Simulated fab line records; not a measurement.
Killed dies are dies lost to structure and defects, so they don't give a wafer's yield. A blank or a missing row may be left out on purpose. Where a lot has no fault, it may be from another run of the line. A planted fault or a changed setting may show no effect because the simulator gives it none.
fab line records	flow n5-finfet
record lots=4	wafers=12	last-day=15
route steps=1938 shown BEOL_M2@925 BEOL_M3@931 BEOL_M4@1111 PASSIVATION@1936
lots that met no fault: from a run of the same line without faults
start-h: start of the lot's first displayed wafer, in hours after the record's first day	wait-h: how many hours have passed since the lot's step before this one	" same as the row above	L1.1+2: a single row standing in for several wafers	- value missing, or start not given	* or withheld: withheld	< > ~ a bound
route shown NAME@n: NAME is a module with steps in the file, n the number in the route of the first one	usual: the fault-free wafers' mean and standard deviation	same: alike in all rows	chamber/n: place in a boat	sites: readings site by site	_std_site: the values' standard deviation	_edge_site: outer sites' mean less inner sites'	radius-mm: for every site, how far away it sits from the centre of the wafer	mask NAME#n: copy n	behind: the most recent tool/chamber to have shaped the wafer	hold: reason for holding the lot/hours on hold/outcome of the hold	device: which transistor (n, p or np) failed to switch	end of line: the tests these same wafers got at the end of their route	for a step that has no rows: nothing shown but its recipe	killed: at the first sort, the dies lost to defects and structure; wafer yield is something else	map: a wafer's dies, marking killed ones x, the rest . and places with no die _
set.NAME: the setting that was run; set.NAME@STEP: the one run at that earlier step	model.NAME: the simulator's own value behind a step, which no gauge read
a table for each step, a row for each wafer; lots at some steps of the route
services: from which hour (start-h, from the record's first day; less than 0 if before it) a tool's chamber was out of use, for how many hours, and why
## steps
# step N5_BEOL_M2_PRE_CLEAN_60
# recipe gas=NH3/H2	time-s=15	temp-c=*	rf-power-w=300
# step N5_BEOL_M2_CO_CAP_55
# recipe material=Co	target-thk-a=20	temp-c=200	precursor=CCTBA/H2	pressure-torr=30	time-s=102.1
# step N5_BEOL_M2_PRE_CLEAN_56
# recipe gas=NH3	time-s=15	temp-c=withheld	rf-power-w=300
# step N5_BEOL_M2_DEP_57
# recipe material=SiCN	target-thk-a=80	temp-c=withheld	precursor=3MS/NH3	pressure-torr=3	rf-w=202	time-s=14
# step N5_BEOL_M3_ILD_DEP_00
# recipe material=SiOC	target-thk-a=790	temp-c=350	precursor=DEMS/O2	pressure-torr=5	rf-w=500	time-s=15.3
# step N5_BEOL_M3_PECVD_72
# recipe material=SiO2	target-thk-a=160	temp-c=400	precursor=TEOS/O2	pressure-torr=5.5	rf-w=450	teos-flow-sccm=53.8	gas=O2	flow-sccm=3000	time-s=18
# step N5_BEOL_M3_HM_DEP_02
# recipe material=TiN	target-thk-a=200	temp-c=25	chamber-pressure-pa=0.49996
# step N5_BEOL_M3_COAT_61
# recipe resist=SOC	temp-c=250	time-s=60	spin-rpm=1500	resist-thk-nm=60
# step N5_BEOL_M3_COAT_62
# recipe resist=SiARC	temp-c=220	time-s=60	spin-rpm=1500	resist-thk-nm=12
# usual spin-speed-rpm=1500.4/0.88
lot.wafer	tool	chamber	start-h	wait-h	spin-speed-rpm
L848.1	litho-track-02	0	178.27	-	1500.6
L848.2	"	0	"	"	1500.8
L848.3	"	0	"	"	1500.2
L849.2	litho-track-02	0	185.26	-	1467.1
L849.5	"	0	"	"	1466.3
L849.6	"	0	"	"	1464.2
L851.1	litho-track-02	0	188.72	-	1467.7
L851.4	"	0	"	"	1468.3
L851.5	"	0	"	"	1466.0
L859.3	litho-track-01	0	248.07	-	1499.9
L859.4	"	0	"	"	1499.0
L859.6	"	0	"	"	1499.2
# step N5_BEOL_M3_COAT_73
# recipe resist=underlayer	temp-c=205	time-s=60	spin-rpm=1500	resist-thk-nm=5
# step N5_BEOL_M3_COAT_05
# recipe resist=CAR-EUV	spin-rpm=1500	resist-thk-nm=30
# step N5_BEOL_M3_EBR_07
# recipe solvent=PGMEA	ebr-width-mm=1.5
# step N5_BEOL_M3_SOFTBAKE_06
# recipe temp-c=110	time-s=60	resist=CAR-EUV
# step N5_BEOL_M3_EXPOSE_08
# recipe mask-id=M3	na=0.33	source-shape=dipole	sigma-inner=0.369	sigma-outer=0.767	polarization=unpolarized	dose-mj=33
# step N5_BEOL_M3_PEB_09
# recipe peb-temp-c=100	peb-time-s=60	resist=CAR-EUV
# step N5_BEOL_M3_DEVELOP_10
# recipe develop-time-s=30	developer=TMAH	resist=CAR-EUV	rinse-liquid=surfactant-rinse	dry=air-spin	dev-temp-c=23
# step N5_BEOL_M3_DESCUM_16
# recipe chemistry=O2	time-s=7	source-power-w=50	bias-power-w=20	pressure-mtorr=20	rf-frequency-hz=2.712e+07	temp-c=40	resist=CAR-EUV	o2-flow-sccm=225
# step N5_BEOL_M3_ETCH_74
# recipe chemistry=N2/H2	target=underlayer	target-depth-a=65	mask-material=CAR-EUV	time-s=5.2	ion-energy-ev=200	pressure-mtorr=30	source-w=840	bias-w=150	n2-flow-sccm=200	h2-flow-sccm=200	ends=cleared
# step N5_BEOL_M3_ETCH_63
# recipe chemistry=CF4	target=SiARC	target-depth-a=156	mask-material=CAR-EUV	time-s=26	ion-energy-ev=80	pressure-mtorr=40	source-w=545	bias-w=36	Ar_flow_sccm=100	cf4-flow-sccm=100	ends=cleared
# usual drypump-motor-current-A=5.4/0.4	etch-rf-on-time-s=26.2/0.44	oes-product-au=0.67/0.079	rf-vpp-V=184.3/1.1	showerhead-plenum-p-Torr=2.17/0.062	throttle-valve-pct=15.60/0.21
lot.wafer	tool	chamber	start-h	wait-h	drypump-motor-current-A	etch-rf-on-time-s	oes-product-au	rf-hours-counter-h	rf-vpp-V	showerhead-plenum-p-Torr	throttle-valve-pct	model.etch.depth-nm
L848.1	rie-diel-05	3	178.93	0.0	5.4	26.1	0.63	169	184.7	2.23	15.64	11.98
L848.2	"	1	"	"	5.6	25.4	0.60	247	182.2	2.02	16.05	11.99
L848.3	"	0	"	"	5.3	25.9	0.65	156	184.9	2.14	15.43	11.97
L849.2	rie-diel-03	3	185.70	0.0	5.1	26.4	0.71	95	184.1	2.16	15.47	12.13
L849.5	"	0	"	"	5.4	26.7	0.60	-	185.2	2.21	15.64	12.1
L849.6	"	3	"	"	5.1	26.1	0.71	-	183.8	2.16	15.48	12.12
L851.1	rie-diel-03	2	189.33	0.0	4.8	26.2	0.83	3	183.3	2.11	15.06	12.19
L851.4	"	3	"	"	5.1	26.0	0.72	96	182.4	2.16	15.49	12.16
L851.5	"	1	"	"	5.2	26.9	0.60	-	183.8	2.21	15.71	12.17
L859.3	rie-diel-05	0	248.62	0.0	5.3	25.8	0.64	181	185.6	2.14	15.48	11.99
L859.4	"	2	"	"	6.0	25.7	0.83	-	183.6	2.11	15.49	11.98
L859.6	"	0	"	"	5.3	26.1	0.64	-	182.7	2.14	15.48	12.02
# step N5_BEOL_M3_ETCH_64
# recipe chemistry=N2/H2	target=SOC	target-depth-a=750	overetch-a=150	mask-material=SiARC	temp-c=40	time-s=112.5	ion-energy-ev=200	pressure-mtorr=30	source-w=840	bias-w=150	n2-flow-sccm=200	h2-flow-sccm=200
# step N5_BEOL_M4_RC_MEAS_101
# usual DIBL_N=36.4/1.5	DIBL_P=36.4/1.6	IOFF_N=0.164/0.025	IOFF_P=0.214/0.028	ION_N=675/9.9	ION_P=463/6.5	SS_N=71.5/0.5	SS_P=73.3/0.56	VT_N=249.2/2.7	VT_P=-250.1/2.8
lot.wafer	tool	chamber	start-h	wait-h	DIBL_N[mV/V]	DIBL_P[mV/V]	IOFF_N[nA/um]	IOFF_P[nA/um]	ION_N[uA/um]	ION_P[uA/um]	SS_N[mV/dec]	SS_P[mV/dec]	VT_N[mV]	VT_P[mV]
L848.1	prober-01	0	195.37	0.0	39.4	37.2	0.204	0.238	702	475	72.0	73.7	246.6	-247.6
L848.2	"	0	"	"	37.3	35.1	0.166	0.205	679	461	71.6	73.0	250.2	-251.2
L848.3	"	0	"	"	38.9	35.5	0.195	0.217	683	458	72.0	73.9	246.6	-249.3
L849.2	prober-01	0	205.09	0.2	36.7	37.9	0.170	0.231	676	466	72.4	73.5	250.0	-249.0
L849.5	"	0	"	"	37.9	40.2	0.198	0.263	683	468	71.8	74.4	247.6	-246.9
L849.6	"	0	"	"	37.3	39.3	0.174	0.245	674	458	72.2	74.0	248.1	-249.2
L851.1	prober-01	0	213.64	0.0	35.2	37.3	0.144	0.237	664	468	71.5	73.5	250.2	-246.9
L851.4	"	0	"	"	36.0	38.1	0.162	0.242	670	468	71.5	73.6	249.0	-245.3
L851.5	"	0	"	"	34.1	35.8	0.127	0.208	657	460	71.7	73.1	253.1	-248.0
L859.3	prober-02	0	270.10	0.7	34.1	33.4	0.139	0.180	680	469	70.3	73.1	249.9	-253.1
L859.4	"	0	"	"	36.8	36.7	0.181	0.211	686	466	70.4	73.2	247.8	-249.4
L859.6	"	0	"	"	35.2	35.4	0.157	0.195	676	469	70.7	72.9	247.9	-250.3
# step N5_PASSIVATION_PROBE_49
# usual defect-limited-yield=91.1/1.4	killed_at_M0_to_M3=35/8.7	killed_at_M4_up=14/5.3	killed-at-contacts=12/6.2	killed-at-front-end=41/12	killed-at-other=3.4/2.6	killed-dies=105/16	killed-open=67/13	killed-short=36/7.3	sort_bin_5_function=5.2/0.96	sort_bin_6_memory=3.3/0.6	sort-n-pass=1075/16	sort-yield-pct=91.1/1.4
# same gross-dies=1180	killed-at-back-side=0	sort_bin_4_leakage[%]=0	sort_bin_8_speed[%]=0
lot.wafer	tool	chamber	start-h	wait-h	defect-limited-yield[%]	killed_at_M0_to_M3	killed_at_M4_up	killed-at-contacts	killed-at-front-end	killed-at-other	killed-dies	killed-open	killed-short	sort_bin_5_function[%]	sort_bin_6_memory[%]	sort-n-pass	sort-yield-pct[%]
L848.1	prober-01	-	290.52	0.2	90.7	42	8	9	50	1	110	77	32	5.0	3.8	1070	90.7
L848.2	prober-01	-	290.57	0.3	88.9	48	11	10	62	0	131	84	47	6.9	3.6	1049	88.9
L848.3	prober-01	-	290.62	0.3	90.4	40	5	13	55	0	113	64	48	5.8	3.5	1067	90.4
L849.2	prober-01	-	305.19	0.1	89.6	29	14	19	57	4	123	83	37	5.9	4.3	1057	89.6
L849.5	prober-01	-	305.34	0.2	90.6	32	14	6	58	1	111	78	31	6.4	3.0	1069	90.6
L849.6	prober-01	-	305.39	0.3	90.6	28	16	3	62	2	111	85	24	5.9	3.2	1069	90.6
L851.1	prober-01	-	318.63	0.0	91.9	23	14	10	46	3	96	62	30	5.3	2.5	1084	91.9
L851.4	prober-01	-	318.78	0.2	91.0	28	14	6	55	3	106	65	38	4.9	3.7	1074	91.0
L851.5	prober-01	-	318.83	0.2	90.2	33	18	14	45	6	116	77	36	5.9	3.6	1064	90.2
L859.3	prober-02	-	365.01	0.1	91.7	33	7	15	39	4	98	69	28	4.8	3.0	1082	91.7
L859.4	prober-02	-	365.06	0.2	89.1	31	12	23	55	8	129	89	40	6.5	4.2	1051	89.1
L859.6	prober-02	-	365.16	0.3	91.5	39	8	26	24	3	100	72	26	5.1	2.9	1080	91.5
# killed by level:class
L848.1 FIN_SAQP:geometric-particle:open=19 BEOL_M1:geometric-particle:open=11 BEOL_M0_SAQP:geometric-particle:open=10 FIN_SAQP:geometric-particle:short=8 MOL_CONTACT_COAG:geometric-particle:open=8 DUMMY_GATE:geometric-particle:open=7 BEOL_M0_SAQP:geometric-particle:short=6 STI_FIN_REVEAL:geometric-particle:open=5
L848.2 FIN_SAQP:geometric-particle:open=31 BEOL_M0_SAQP:geometric-particle:short=18 BEOL_M0_SAQP:geometric-particle:open=16 FIN_SAQP:geometric-particle:short=13 MOL_CONTACT_COAG:geometric-particle:open=8 BEOL_M2:geometric-particle:open=6 BEOL_M1:geometric-particle:open=4 STARTING-WAFER:geometric-particle:open=3
L848.3 FIN_SAQP:geometric-particle:open=21 FIN_SAQP:geometric-particle:short=11 MOL_CONTACT_COAG:geometric-particle:open=11 BEOL_M0_SAQP:geometric-particle:short=9 GATE_CUT:geometric-particle:short=8 BEOL_M2:geometric-particle:short=8 BEOL_M3:geometric-particle:open=7 BEOL_M1:geometric-particle:open=6
L849.2 FIN_SAQP:geometric-particle:open=29 MOL_CONTACT_COAG:geometric-particle:open=17 BEOL_M0_SAQP:geometric-particle:open=11 BEOL_M0_SAQP:geometric-particle:short=7 FIN_SAQP:geometric-particle:short=6 GATE_CUT:geometric-particle:short=6 STI_FIN_REVEAL:geometric-particle:open=5 PASS1_CAP:geometric-particle:short=3
L849.5 FIN_SAQP:geometric-particle:open=19 STI_FIN_REVEAL:geometric-particle:open=11 BEOL_M0_SAQP:geometric-particle:open=10 BEOL_M0_SAQP:geometric-particle:short=7 BEOL_M4:geometric-particle:open=7 FIN_SAQP:geometric-particle:short=6 DUMMY_GATE:geometric-particle:open=6 GATE_CUT:geometric-particle:short=5
L849.6 STI_FIN_REVEAL:geometric-particle:open=17 FIN_SAQP:geometric-particle:open=12 BEOL_M3:geometric-particle:open=9 BEOL_M1:geometric-particle:open=8 GATE_CUT:geometric-particle:open=7 DUMMY_GATE:geometric-particle:open=6 BEOL_M2:geometric-particle:open=6 STARTING-WAFER:geometric-particle:short=5
L851.1 FIN_SAQP:geometric-particle:short=14 FIN_SAQP:geometric-particle:open=8 DUMMY_GATE:geometric-particle:open=8 BEOL_M0_SAQP:geometric-particle:open=8 MOL_CONTACT_COAG:geometric-particle:open=7 BEOL_M0_SAQP:geometric-particle:short=5 STARTING-WAFER:geometric-particle:open=5 STI_FIN_REVEAL:geometric-particle:open=4
L851.4 FIN_SAQP:geometric-particle:open=19 FIN_SAQP:geometric-particle:short=11 BEOL_M1:geometric-particle:short=7 STI_FIN_REVEAL:geometric-particle:open=6 MOL_CONTACT_COAG:geometric-particle:open=6 BEOL_M1:geometric-particle:open=4 BEOL_M2:geometric-particle:open=4 BEOL_M2:geometric-particle:short=4
L851.5 STI_FIN_REVEAL:geometric-particle:open=12 MOL_CONTACT_COAG:geometric-particle:open=10 BEOL_M2:geometric-particle:open=9 FIN_SAQP:geometric-particle:short=7 FIN_SAQP:geometric-particle:open=7 BEOL_M3:geometric-particle:open=7 BEOL_M3:geometric-particle:short=6 BEOL_M4:geometric-particle:open=6
L859.3 FIN_SAQP:geometric-particle:open=13 MOL_CONTACT_COAG:geometric-particle:open=12 FIN_SAQP:geometric-particle:short=9 BEOL_M1:geometric-particle:open=9 BEOL_M0_SAQP:geometric-particle:open=7 BEOL_M3:geometric-particle:open=7 STI_FIN_REVEAL:geometric-particle:open=6 DUMMY_GATE:geometric-particle:open=3
L859.4 FIN_SAQP:geometric-particle:open=28 MOL_CONTACT_COAG:geometric-particle:open=20 FIN_SAQP:geometric-particle:short=15 BEOL_M2:geometric-particle:open=12 BEOL_M2:geometric-particle:short=6 BEOL_M4:geometric-particle:open=6 PASS1_CAP:geometric-particle:short=4 STI_FIN_REVEAL:geometric-particle:open=3
L859.6 MOL_CONTACT_COAG:geometric-particle:open=21 FIN_SAQP:geometric-particle:open=9 BEOL_M1:geometric-particle:open=8 FIN_SAQP:geometric-particle:short=7 BEOL_M3:geometric-particle:open=7 BEOL_M0_SAQP:geometric-particle:short=6 BEOL_M2:geometric-particle:open=6 MOL_CONTACT_COAG:geometric-particle:short=5
## services
tool	chamber	start-h	hours	kind
rie-diel-03	2	161.17	-	clean
rie-diel-03	2	161.17	-	consumable-replace:focus-ring
rie-diel-03	2	161.17	17.2	scheduled-down
rie-diel-03	2	161.17	17.2	vent-cycle
rie-diel-05	1	189.36	-	clean
rie-diel-05	1	189.36	-	consumable-replace:focus-ring
rie-diel-05	1	189.36	-	consumable-replace:showerhead
rie-diel-05	1	189.36	17.0	scheduled-down
rie-diel-05	1	189.36	17.0	vent-cycle
rie-diel-03	2	208.36	12.5	repair
rie-diel-03	3	217.87	22.0	repair
rie-diel-05	2	219.60	-	clean
rie-diel-05	2	219.60	-	consumable-replace:focus-ring
rie-diel-05	2	219.60	16.4	scheduled-down
rie-diel-05	2	219.60	16.4	vent-cycle
rie-diel-05	3	240.96	8.6	repair
## key
first-sign step=N5_BEOL_M3_COAT_62	reading=spin-speed-rpm	direction=down	sigmas=39	usual=*	struck=*
effect none on later readings
model-effect step=N5_BEOL_M3_ETCH_63	value=etch.depth-nm	without=12.01	struck=12.15
met-at N5_BEOL_M3_COAT_62
struck-wafers L849.2,L849.5,L849.6,L851.1,L851.4,L851.5
onset-between 178.27 185.26
fault kind=process-parameter-drift	tool=litho-track-02	chamber=-	onset-h=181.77	steps=N5_BEOL_M3_COAT_62	channel=spin-rpm	offset=*	shape=step	end-h=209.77	acts-in=*	stated=*
